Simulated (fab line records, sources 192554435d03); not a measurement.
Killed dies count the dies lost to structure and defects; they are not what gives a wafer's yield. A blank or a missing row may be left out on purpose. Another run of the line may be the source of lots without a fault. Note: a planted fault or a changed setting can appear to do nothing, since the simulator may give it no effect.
fab line records | flow n5-finfet
record: lots: 7 wafers: 21
route steps=1938 shown GATE_CUT@490 MOL_CONTACT_COAG@595 BEOL_M0_SAQP@640 BEOL_M1@751 BEOL_M2@867
start-h: hours from the record's opening day to when the first of the lot's shown wafers began | wait-h: time in hours since the lot's previous step | " as in the row above | L1.1+2: a single row standing in for several wafers | - no value present, or no start provided | * or withheld: withheld | < > ~ a bound
route shown NAME@n: a module of which the file shows steps, and the number in the route of the first | usual: mean and standard deviation over wafers with no fault | same: alike in all rows | chamber/n: place in a boat | sites: the reading at each site | _std_site: how widely they spread, as a standard deviation | _edge_site: the outer-site mean with the inner-site mean subtracted | radius-mm: for every site, how far away it sits from the centre of the wafer | mask NAME#n: copy n | behind: the tool/chamber that last shaped the wafer | hold: why the lot was held/for how many hours/how that ended | device: the n, p or np transistor that did not switch | end of line: the tests these same wafers got at the end of their route | for a step that has no rows: nothing shown but its recipe | killed: not the wafer's yield, but the dies lost to structure and defects at the first sort | map: the dies of a wafer, with x for killed, . for not killed, _ for no die there
set.NAME: the setting as run; set.NAME@STEP: as run at that earlier step | model.NAME: the simulator's own value behind a step, which no gauge read
lots whose settings were changed on purpose; a table a step, a row a wafer
== steps ==
step: N5_GATE_CUT_DESCUM_18
recipe: chemistry: O2 time-s: 7 source-power-w: 50 bias-power-w: 20 pressure-mtorr: 20 rf-frequency-hz: 2.712e+07 temp-c: 40 resist: CAR-EUV o2-flow-sccm: 225
columns lot.wafer tool chamber start-h wait-h set.time-s model.CAR-EUV_of_GATE_CUT_COAT_07.thk-nm
L074.1+2+5 rie-diel-03 0,2,3 83.19 0.0 7 26
L075.1+4 rie-diel-03 3,1 95.71 0.2 8.185 25.4
L075.6 " 3 " " 7 26
L079.1 rie-diel-02 3 113.94 0.0 8.369 25.4
L079.4 " 1 " " 7 26
L079.5 " 3 " " 7 26.2
L081.1 rie-diel-02 3 125.56 0.0 6.335 26.4
L081.3+5 " 2 " " 7 25.8
L085.1 rie-diel-02 0 149.80 0.0 7 26
L085.4 " 2 " " 7 25.8
L085.6 " 3 " " 7 26.2
L086.1+4+6 rie-diel-03 0,3,0 157.77 0.0 5.861 26.6
L092.1+3 rie-diel-02 1,2 190.27 0.0 7 26
L092.5 " 1 " " 6.322 26.2
step: N5_GATE_CUT_ETCH_28
recipe: chemistry: N2/H2 target: underlayer target-depth-a: 130 mask-material: CAR-EUV time-s: 10.4 ion-energy-ev: 200 pressure-mtorr: 30 source-w: 840 bias-w: 150 n2-flow-sccm: 200 h2-flow-sccm: 200 ends: cleared
columns lot.wafer tool chamber start-h wait-h set.time-s@GATE_CUT_DESCUM_18 model.CAR-EUV_of_GATE_CUT_COAT_07.thk-nm
L074.1+2 rie-diel-03 0,2 83.23 0.0 7 14.6
L074.5 " 3 " " 7 14.4
L075.1+4 rie-diel-03 3,1 95.74 0.0 8.185 14
L075.6 " 3 " " 7 14.4
L079.1 rie-diel-02 3 113.97 0.0 8.369 13.8
L079.4+5 " 1,3 " " 7 14.6
L081.1 rie-diel-02 3 125.60 0.0 6.335 14.8
L081.3+5 " 2 " " 7 14.4
L085.1+4 rie-diel-02 0,2 149.84 0.0 7 14.4
L085.6 " 3 " " 7 14.6
L086.1+4+6 rie-diel-03 0,3,0 157.80 0.0 5.861 15
L092.1 rie-diel-02 1 190.31 0.0 7 14.6
L092.3 " 2 " " 7 14.4
L092.5 " 1 " " 6.322 15
step: N5_GATE_CUT_ETCH_36
recipe: chemistry: CF4 target: SiARC target-depth-a: 130 mask-material: CAR-EUV time-s: 21.7 ion-energy-ev: 80 pressure-mtorr: 40 source-w: 545 bias-w: 36 Ar_flow_sccm: 100 cf4-flow-sccm: 100 ends: cleared
columns lot.wafer tool chamber start-h wait-h set.cf4-flow-sccm set.time-s@GATE_CUT_DESCUM_18 model.CAR-EUV_of_GATE_CUT_COAT_07.thk-nm
L074.1 rie-diel-03 0 83.25 0.0 100 7 7
L074.2+5 " 2,3 " " 100 7 6.8
L075.1 rie-diel-03 3 95.76 0.0 87.12 8.185 6.4
L075.4 " 1 " " 100 8.185 6.2
L075.6 " 3 " " 100 7 6.8
L079.1 rie-diel-02 3 113.99 0.0 111.6 8.369 6.2
L079.4 " 1 " " 111.6 7 6.8
L079.5 " 3 " " 100 7 6.8
L081.1 rie-diel-02 3 125.62 0.0 118.7 6.335 7.2
L081.3 " 2 " " 100 7 6.6
L081.5 " 2 " " 118.7 7 6.8
L085.1+6 rie-diel-02 0,3 149.86 0.0 100 7 6.8
L085.4 " 2 " " 100 7 6.6
L086.1+4+6 rie-diel-03 0,3,0 157.82 0.0 100 5.861 7.4
L092.1 rie-diel-02 1 190.33 0.0 110 7 7
L092.3 " 2 " " 110 7 6.8
L092.5 " 1 " " 100 6.322 7.2
step: N5_MOL_CONTACT_COAG_COAT_64
recipe: resist: underlayer temp-c: 205 time-s: 60 spin-rpm: 1500 resist-thk-nm: 10
columns lot.wafer tool chamber start-h wait-h set.spin-rpm model.underlayer_of_MOL_CONTACT_COAG_COAT_64.thk-nm
L074.1+2+5 litho-track-03 0 - - 1500 10
L075.1+6 litho-track-02 0 - - 1651 9.6
L075.4 " 0 " " 1500 10
L079.1+5 litho-track-03 0 - - 1500 10
L079.4 " 0 " " 1405 10.4
L081.1+5 litho-track-03 0 - - 1500 10
L081.3 " 0 " " 1631 9.6
L085.1+4+6 litho-track-02 0 - - 1500 10
L086.1 litho-track-01 0 - - 1399 10.4
L086.4+6 " 0 " " 1500 10
L092.1 litho-track-03 0 - - 1391 10.4
L092.3+5 " 0 " " 1500 10
step: N5_MOL_CONTACT_COAG_COAT_34
recipe: resist: CAR-EUV spin-rpm: 1500 resist-thk-nm: 40
step: N5_MOL_CONTACT_COAG_EBR_36
recipe: solvent: PGMEA ebr-width-mm: 1.5
step: N5_MOL_CONTACT_COAG_DESCUM_45
recipe: chemistry: O2 time-s: 7 source-power-w: 50 bias-power-w: 20 pressure-mtorr: 20 rf-frequency-hz: 2.712e+07 temp-c: 40 resist: CAR-EUV o2-flow-sccm: 225
step: N5_MOL_CONTACT_COAG_ETCH_65
recipe: chemistry: N2/H2 target: underlayer target-depth-a: 130 mask-material: CAR-EUV time-s: 10.4 ion-energy-ev: 200 pressure-mtorr: 30 source-w: 840 bias-w: 150 n2-flow-sccm: 200 h2-flow-sccm: 200 ends: cleared
columns lot.wafer tool chamber start-h wait-h set.spin-rpm@MOL_CONTACT_COAG_COAT_64 model.etch.depth-nm
L074.1 rie-diel-01 1 99.34 0.0 1500 9.998
L074.2 " 0 " " 1500 10.05
L074.5 " 0 " " 1500 10.07
L075.1 rie-diel-04 3 109.09 0.0 1651 9.559
L075.4 " 1 " " 1500 10.03
L075.6 " 0 " " 1651 9.538
L079.1 rie-diel-05 1 128.41 0.0 1500 10.02
L079.4 " 3 " " 1405 10.34
L079.5 " 0 " " 1500 10.01
L081.1+5 rie-diel-05 0,1 140.73 0.0 1500 10.01
L081.3 " 2 " " 1631 9.621
L085.1 rie-diel-01 3 165.87 0.0 1500 10.03
L085.4+6 " 1,3 " " 1500 10.04
L086.1 rie-diel-04 2 172.13 0.0 1399 10.37
L086.4 " 3 " " 1500 10
L086.6 " 2 " " 1500 10.01
L092.1 rie-diel-04 0 207.95 0.0 1391 10.44
L092.3+5 " 3,0 " " 1500 10.07
step: N5_BEOL_M0_SAQP_HM_DEP_111
recipe: material: SiO2 target-thk-a: 120 temp-c: 400 precursor: SiH4/N2O pressure-torr: 0.75 rf-w: 275 time-s: 7.2
columns lot.wafer tool chamber start-h wait-h set.time-s model.SiO2_of_BEOL_M0_SAQP_HM_DEP_111.thk-nm
L074.1 pecvd-04 2 108.55 0.0 7.2 12
L074.2 " 0 " " 7.2 12.2
L074.5 " 1 " " 7.2 12.4
L075.1 pecvd-02 2 114.54 0.0 7.2 12
L075.4 " 1 " " 7.2 12.6
L075.6 " 0 " " 6.14 10.4
L079.1 pecvd-04 1 134.88 0.0 7.2 12
L079.4 " 1 " " 6.168 10.6
L079.5 " 2 " " 7.2 12.2
L081.1+3 pecvd-02 2,0 149.57 0.0 7.2 11.8
L081.5 " 0 " " 7.2 12
L085.1+4 pecvd-01 2,0 172.14 0.0 7.2 12
L085.6 " 1 " " 7.2 11.8
L086.1 pecvd-01 2 178.20 0.0 7.2 11.8
L086.4 " 2 " " 7.2 12
L086.6 " 1 " " 7.2 11.6
L092.1+5 pecvd-01 2,0 213.69 0.0 7.2 11.8
L092.3 " 1 " " 7.2 11.2
step: N5_BEOL_M0_SAQP_DEVELOP_13
recipe: develop-time-s: 30 developer: TMAH resist: CAR-ArF dev-temp-c: 23 rinse-liquid: diw dry: air-spin
columns lot.wafer tool chamber start-h wait-h set.develop-time-s
L074.1+2 litho-track-05 0 - - 33.27
L074.5 " 0 " " 30
L075.1+4+6 litho-track-04 0 - - 30
L079.1 litho-track-05 0 - - 30
L079.4+5 " 0 " " 25.65
L081.1+5 litho-track-05 0 - - 25.87
L081.3 " 0 " " 30
L085.1+4+6 litho-track-04 0 - - 30
L086.1+6 litho-track-02 0 - - 34.95
L086.4 " 0 " " 30
L092.1+5 litho-track-05 0 - - 23.64
L092.3 " 0 " " 30
step: N5_BEOL_M0_SAQP_ETCH_84
recipe: chemistry: N2/H2 target: SOC target-depth-a: 1000 overetch-a: 200 mask-material: SiARC temp-c: 40 time-s: 150 ion-energy-ev: 200 pressure-mtorr: 30 source-w: 840 bias-w: 150 n2-flow-sccm: 200 h2-flow-sccm: 200
step: N5_BEOL_M0_SAQP_STRIP_80
recipe: chemistry: N2/H2 temp-c: 40 n2-flow-sccm: 200 h2-flow-sccm: 200 rf-frequency-hz: 6e+07
step: N5_BEOL_M0_SAQP_HM_OPEN_112
recipe: chemistry: CHF3/O2 target: SiO2 stop-on: a-Si target-depth-a: 120 over-etch-frac: 1.25 mask-material: SOC time-s: 13.5 pressure-mtorr: 30 source-w: 650 bias-w: 170 Ar_flow_sccm: 200 CHF3_flow_sccm: 50 O2_flow_sccm: 5 ion-energy-ev: 200 ends: end-point
columns lot.wafer tool chamber start-h wait-h set.time-s@BEOL_M0_SAQP_HM_DEP_111 model.etch.depth-nm
L074.1 rie-diel-06 3 109.15 0.0 7.2 12.07
L074.2 " 1 " " 7.2 12.24
L074.5 " 3 " " 7.2 12.42
L075.1 rie-diel-02 2 115.24 0.0 7.2 11.99
L075.4 " 2 " " 7.2 12.5
L075.6 " 2 " " 6.14 10.4
L079.1 rie-diel-03 1 135.60 0.0 7.2 12.02
L079.4 " 3 " " 6.168 10.54
L079.5 " 1 " " 7.2 12.29
L081.1 rie-diel-02 2 150.37 0.0 7.2 11.9
L081.3 " 0 " " 7.2 11.73
L081.5 " 1 " " 7.2 11.99
L085.1 rie-diel-03 2 172.87 0.0 7.2 11.92
L085.4 " 1 " " 7.2 11.99
L085.6 " 0 " " 7.2 11.73
L086.1 rie-diel-03 3 178.93 0.0 7.2 11.71
L086.4 " 1 " " 7.2 11.97
L086.6 " 3 " " 7.2 11.68
L092.1 rie-diel-06 3 214.41 0.0 7.2 11.79
L092.3 " 2 " " 7.2 11.24
L092.5 " 2 " " 7.2 11.81
step: N5_BEOL_M0_SAQP_COAT_87
recipe: resist: underlayer temp-c: 205 time-s: 60 spin-rpm: 1500 resist-thk-nm: 5
columns lot.wafer tool chamber start-h wait-h set.spin-rpm
L074.1+5 litho-track-04 0 - - 1618
L074.2 " 0 " " 1500
L075.1+4 litho-track-02 0 - - 1595
L075.6 " 0 " " 1500
L079.1 litho-track-04 0 - - 1579
L079.4+5 " 0 " " 1500
L081.1+3 litho-track-05 0 - - 1500
L081.5 " 0 " " 1391
L085.1+4+6 litho-track-02 0 - - 1500
L086.1+4+6 litho-track-05 0 - - 1500
L092.1+3+5 litho-track-02 0 - - 1500
step: N5_BEOL_M0_SAQP_ETCH_88
recipe: chemistry: N2/H2 target: underlayer target-depth-a: 65 time-s: 5.2 ion-energy-ev: 200 mask-material: CAR-EUV pressure-mtorr: 30 source-w: 840 bias-w: 150 n2-flow-sccm: 200 h2-flow-sccm: 200 ends: cleared
usual: rf-vpp-V: 524.5/2.6
columns lot.wafer tool chamber start-h wait-h set.source-w set.spin-rpm@BEOL_M0_SAQP_COAT_87 rf-vpp-V model.etch.depth-nm
L074.1 rie-diel-02 1 114.49 0.0 729.1 1618 552.2 4.862
L074.2 " 2 " " 840 1500 520.0 5.027
L074.5 " 2 " " 729.1 1618 548.9 4.855
L075.1 rie-diel-06 3 119.07 0.0 840 1595 523.9 4.859
L075.4 " 2 " " 721.3 1595 545.9 4.863
L075.6 " 2 " " 721.3 1500 544.3 5.006
L079.1 rie-diel-02 3 139.73 0.0 840 1579 522.0 4.895
L079.4 " 2 " " 840 1500 523.2 5.025
L079.5 " 1 " " 840 1500 529.0 5.02
L081.1 rie-diel-03 0 154.92 0.0 840 1500 527.7 5.001
L081.3 " 3 " " 840 1500 528.3 5.004
L081.5 " 1 " " 840 1391 524.5 5.194
L085.1 rie-diel-03 3 176.63 0.0 840 1500 527.0 5.03
L085.4 " 0 " " 840 1500 524.5 5.037
L085.6 " 0 " " 840 1500 525.9 5.025
L086.1 rie-diel-06 0 182.85 0.0 840 1500 521.5 5.018
L086.4 " 1 " " 840 1500 525.5 4.988
L086.6 " 3 " " 840 1500 524.9 4.993
L092.1 rie-diel-02 0 219.41 0.0 881.1 1500 512.8 5.012
L092.3 " 1 " " 840 1500 525.9 5.027
L092.5 " 0 " " 881.1 1500 512.7 5.031
step: N5_BEOL_M1_ILD_DEP_00
recipe: material: SiOC target-thk-a: 790 temp-c: 350 precursor: DEMS/O2 pressure-torr: 5 rf-w: 500 time-s: 15.3
columns lot.wafer tool chamber start-h wait-h set.time-s model.SiOC_of_BEOL_M1_ILD_DEP_00.thk-nm
L074.1 pecvd-03 0 123.24 0.0 15.3 78
L074.2 " 2 " " 16.05 82.6
L074.5 " 0 " " 15.3 79.6
L075.1 pecvd-02 0 125.77 0.0 15.94 83
L075.4 " 0 " " 15.3 81.4
L075.6 " 1 " " 15.94 83.8
L079.1 pecvd-03 1 148.98 0.0 15.3 77.6
L079.4 " 0 " " 15.3 78.6
L079.5 " 1 " " 15.3 78.2
L081.1 pecvd-01 1 168.75 0.0 16.54 84.2
L081.3+5 " 2,0 " " 15.3 77.8
L085.1 pecvd-01 0 185.93 0.0 15.3 76
L085.4 " 2 " " 15.3 78.8
L085.6 " 0 " " 15.3 76.8
L086.1 pecvd-01 1 190.83 0.0 15.3 77.6
L086.4 " 2 " " 15.3 78
L086.6 " 1 " " 15.3 78.8
L092.1 pecvd-03 2 225.98 0.0 15.3 79.2
L092.3 " 1 " " 13.78 71.4
L092.5 " 2 " " 15.3 81.4
step: N5_BEOL_M1_THK_MEAS_01
recipe: reads: SiOC_of_BEOL_M1_ILD_DEP_00
usual: M1_ILD_THK: 79.1/1.3
columns lot.wafer tool chamber start-h wait-h set.time-s@BEOL_M1_ILD_DEP_00 M1_ILD_THK[nm]
L074.1 film-metro-02 - 123.31 0.0 15.3 78.1
L074.2 " - " " 16.05 82.6
L074.5 " - " " 15.3 79.7
L075.1 film-metro-02 - 125.83 0.0 15.94 82.9
L075.4 " - " " 15.3 81.4
L075.6 " - " " 15.94 83.8
L079.1 film-metro-01 - 149.05 0.0 15.3 77.6
L079.4 " - " " 15.3 78.7
L079.5 " - " " 15.3 78.1
L081.1 film-metro-01 - 168.82 0.0 16.54 84.2
L081.3 " - " " 15.3 77.9
L081.5 " - " " 15.3 77.9
L085.1 film-metro-02 - 186.00 0.0 15.3 76.1
L085.4 " - " " 15.3 79.0
L085.6 " - " " 15.3 76.8
L086.1 film-metro-01 - 190.90 0.0 15.3 77.5
L086.4 " - " " 15.3 78.0
L086.6 " - " " 15.3 78.7
L092.1 film-metro-01 - 226.05 0.0 15.3 79.2
L092.3 " - " " 13.78 71.4
L092.5 " - " " 15.3 81.4
step: N5_BEOL_M1_HM_DEP_02
recipe: material: TiN target-thk-a: 200 temp-c: 25 chamber-pressure-pa: 0.49996
columns lot.wafer tool chamber start-h wait-h set.target-thk-a model.TiN_of_BEOL_M1_HM_DEP_02.thk-nm
L074.1 pvd-sputter-01 - 124.59 1.2 200 20
L074.2+5 " - " " 200 20.6
L075.1 pvd-sputter-03 - 127.99 2.1 200 20.2
L075.4 " - " " 200 19.8
L075.6 " - " " 213.9 21.4
L079.1 pvd-sputter-03 - 149.56 0.5 223 22.2
L079.4 " - " " 223 22
L079.5 " - " " 200 19.8
L081.1+3 pvd-sputter-03 - 169.97 1.1 175.7 17.6
L081.5 " - " " 200 20
L085.1 pvd-sputter-01 - 187.83 1.8 200 20.2
L085.4+6 " - " " 200 20.8
L086.1 pvd-sputter-03 - 191.94 1.0 182.7 18
L086.4 " - " " 182.7 18.4
L086.6 " - " " 200 20
L092.1 pvd-sputter-03 - 227.05 0.9 200 19.6
L092.3 " - " " 200 19.2
L092.5 " - " " 178.6 17.2
step: N5_BEOL_M1_COAT_61
recipe: resist: SOC temp-c: 250 time-s: 60 spin-rpm: 1500 resist-thk-nm: 60
step: N5_BEOL_M1_COAT_62
recipe: resist: SiARC temp-c: 220 time-s: 60 spin-rpm: 1500 resist-thk-nm: 12
step: N5_BEOL_M1_STRIP_75
recipe: chemistry: N2/H2 temp-c: 40 n2-flow-sccm: 200 h2-flow-sccm: 200 rf-frequency-hz: 6e+07
step: N5_BEOL_M1_STRIP_66
recipe: chemistry: CF4 resist: SiARC power-w: 300 bias-power-w: 75 pressure-mtorr: 50 cf4-flow-sccm: 150 rf-frequency-hz: 6e+07
step: N5_BEOL_M1_HM_OPEN_17
recipe: chemistry: Cl2/BCl3 target-depth-a: 200 overetch-a: 60 target: TiN mask-material: SOC ion-energy-ev: 150 pressure-mtorr: 10 icp-w: 1000 bias-w: 126 Cl2_flow_sccm: 53.25 bcl3-flow-sccm: 21.75 Ar_flow_sccm: 25
columns lot.wafer tool chamber start-h wait-h set.target-thk-a@BEOL_M1_HM_DEP_02 model.etch.depth-nm
L074.1 rie-metal-01 1 125.51 0.0 200 19.98
L074.2 " 0 " " 200 20.51
L074.5 " 0 " " 200 20.53
L075.1 rie-metal-03 1 128.75 0.0 200 20.25
L075.4 " 1 " " 200 19.75
L075.6 " 0 " " 213.9 21.31
L079.1 rie-metal-01 0 150.75 0.1 223 22.21
L079.4 " 1 " " 223 22.01
L079.5 " 1 " " 200 19.8
L081.1 rie-metal-02 0 170.96 0.0 175.7 17.6
L081.3 " 0 " " 175.7 17.64
L081.5 " 0 " " 200 20.04
L085.1 rie-metal-03 0 188.87 0.0 200 20.13
L085.4 " 0 " " 200 20.71
L085.6 " 1 " " 200 20.79
L086.1 rie-metal-03 1 192.70 0.0 182.7 17.92
L086.4 " 1 " " 182.7 18.34
L086.6 " 1 " " 200 19.93
L092.1 rie-metal-03 0 227.93 0.0 200 19.53
L092.3 " 0 " " 200 19.27
L092.5 " 1 " " 178.6 17.12
step: N5_BEOL_M1_STRIP_19
recipe: chemistry: O2 power-w: 400 temp-c: 40 pressure-mtorr: 30 rf-frequency-hz: 6e+07 bias-power-w: 0 overash-fraction: 0.2 o2-flow-sccm: 225
step: N5_BEOL_M1_STRIP_83
recipe: chemistry: C4F6/O2 resist: SiARC rf-frequency-hz: 6e+07
step: N5_BEOL_M1_STRIP_36
recipe: chemistry: N2/H2 power-w: 450 temp-c: 40 pressure-mtorr: 20 rf-frequency-hz: 6e+07 overash-fraction: 0.3 bias-power-w: 7 h2-frac: 0.5 n2-flow-sccm: 200 h2-flow-sccm: 200
step: N5_BEOL_M1_TRENCH_ETCH_37
recipe: chemistry: C4F6/O2 target-depth-a: 552.07 target: SiOC time-s: 29 ion-energy-ev: 250 pressure-mtorr: 30 source-w: 355 bias-w: 185 Ar_flow_sccm: 300 C4F6_flow_sccm: 10 O2_flow_sccm: 10
columns lot.wafer tool chamber start-h wait-h set.target-thk-a@BEOL_M1_HM_DEP_02 model.TiN_of_BEOL_M1_HM_DEP_02.thk-nm
L074.1 rie-diel-02 3 - - 200 17.8
L074.2+5 " 2,0 " " 200 18.2
L075.1 rie-diel-06 1 - - 200 18
L075.4 " 2 " " 200 17.6
L075.6 " 2 " " 213.9 19
L079.1 rie-diel-02 0 - - 223 20
L079.4 " 3 " " 223 19.8
L079.5 " 1 " " 200 17.4
L081.1 rie-diel-06 2 - - 175.7 15.4
L081.3 " 0 " " 175.7 15.2
L081.5 " 2 " " 200 17.8
L085.1 rie-diel-06 2 - - 200 18
L085.4 " 1 " " 200 18.4
L085.6 " 3 " " 200 18.6
L086.1 rie-diel-06 1 - - 182.7 15.6
L086.4 " 0 " " 182.7 16
L086.6 " 2 " " 200 17.8
L092.1 rie-diel-03 3 - - 200 17.2
L092.3 " 1 " " 200 17
L092.5 " 2 " " 178.6 14.8
step: N5_BEOL_M2_COAT_67
recipe: resist: SOC temp-c: 250 time-s: 60 spin-rpm: 1500 resist-thk-nm: 60
columns lot.wafer tool chamber start-h wait-h set.spin-rpm model.SOC_of_BEOL_M2_COAT_67.thk-nm
L074.1 litho-track-03 0 135.29 0.0 1600 58.2
L074.2+5 " 0 " " 1500 60
L075.1 litho-track-03 0 149.72 0.0 1387 62.2
L075.4 " 0 " " 1500 59.6
L075.6 " 0 " " 1500 59.8
L079.1+5 litho-track-04 0 160.94 0.0 1500 59.8
L079.4 " 0 " " 1500 59.6
L081.1 litho-track-04 0 185.38 0.0 1500 60
L081.3 " 0 " " 1350 63
L081.5 " 0 " " 1350 63.2
L085.1+6 litho-track-05 0 200.21 0.0 1500 60
L085.4 " 0 " " 1500 60.2
L086.1 litho-track-05 0 224.90 0.0 1593 58.4
L086.4 " 0 " " 1593 58.6
L086.6 " 0 " " 1500 60.4
L092.1+3 litho-track-04 0 256.88 0.0 1500 60.2
L092.5 " 0 " " 1500 60
== key ==
split: step: N5_GATE_CUT_DESCUM_18 setting: time-s stated: 7 by: wafer
response: step: N5_GATE_CUT_DESCUM_18 reading: model.CAR-EUV_of_GATE_CUT_COAT_07.thk-nm change: -0.0369 per: 1% r: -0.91
response: step: N5_GATE_CUT_ETCH_28 reading: model.CAR-EUV_of_GATE_CUT_COAT_07.thk-nm change: -0.0364 per: 1% r: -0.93
response: step: N5_GATE_CUT_ETCH_36 reading: model.CAR-EUV_of_GATE_CUT_COAT_07.thk-nm change: -0.0326 per: 1% r: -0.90
split: step: N5_GATE_CUT_ETCH_36 setting: cf4-flow-sccm stated: 100 by: wafer
response none clear
split: step: N5_MOL_CONTACT_COAG_COAT_64 setting: spin-rpm stated: 1500 by: wafer
response: step: N5_MOL_CONTACT_COAG_COAT_64 reading: model.underlayer_of_MOL_CONTACT_COAG_COAT_64.thk-nm change: -0.0496 per: 1% r: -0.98
response: step: N5_MOL_CONTACT_COAG_ETCH_65 reading: model.etch.depth-nm change: -0.0488 per: 1% r: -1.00
split: step: N5_BEOL_M0_SAQP_HM_DEP_111 setting: time-s stated: 7.2 by: wafer
response: step: N5_BEOL_M0_SAQP_HM_DEP_111 reading: model.SiO2_of_BEOL_M0_SAQP_HM_DEP_111.thk-nm change: +0.117 per: 1% r: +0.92
response: step: N5_BEOL_M0_SAQP_HM_OPEN_112 reading: model.etch.depth-nm change: +0.119 per: 1% r: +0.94
split: step: N5_BEOL_M0_SAQP_DEVELOP_13 setting: develop-time-s stated: 30 by: wafer
response none clear
split: step: N5_BEOL_M0_SAQP_COAT_87 setting: spin-rpm stated: 1500 by: wafer
response: step: N5_BEOL_M0_SAQP_ETCH_88 reading: model.etch.depth-nm change: -0.0236 per: 1% r: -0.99
split: step: N5_BEOL_M0_SAQP_ETCH_88 setting: source-w stated: 840 by: wafer
response: step: N5_BEOL_M0_SAQP_ETCH_88 reading: rf-vpp-V change: -1.93 per: 1% r: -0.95
split: step: N5_BEOL_M1_ILD_DEP_00 setting: time-s stated: 15.3 by: wafer
response: step: N5_BEOL_M1_ILD_DEP_00 reading: model.SiOC_of_BEOL_M1_ILD_DEP_00.thk-nm change: +0.812 per: 1% r: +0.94
response: step: N5_BEOL_M1_THK_MEAS_01 reading: M1_ILD_THK change: +0.808 per: 1% r: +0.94
split: step: N5_BEOL_M1_HM_DEP_02 setting: target-thk-a stated: 200 by: wafer
response: step: N5_BEOL_M1_HM_DEP_02 reading: model.TiN_of_BEOL_M1_HM_DEP_02.thk-nm change: +0.202 per: 1% r: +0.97
response: step: N5_BEOL_M1_HM_OPEN_17 reading: model.etch.depth-nm change: +0.203 per: 1% r: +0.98
response: step: N5_BEOL_M1_TRENCH_ETCH_37 reading: model.TiN_of_BEOL_M1_HM_DEP_02.thk-nm change: +0.211 per: 1% r: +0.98
split: step: N5_BEOL_M2_COAT_67 setting: spin-rpm stated: 1500 by: wafer
response: step: N5_BEOL_M2_COAT_67 reading: model.SOC_of_BEOL_M2_COAT_67.thk-nm change: -0.307 per: 1% r: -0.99
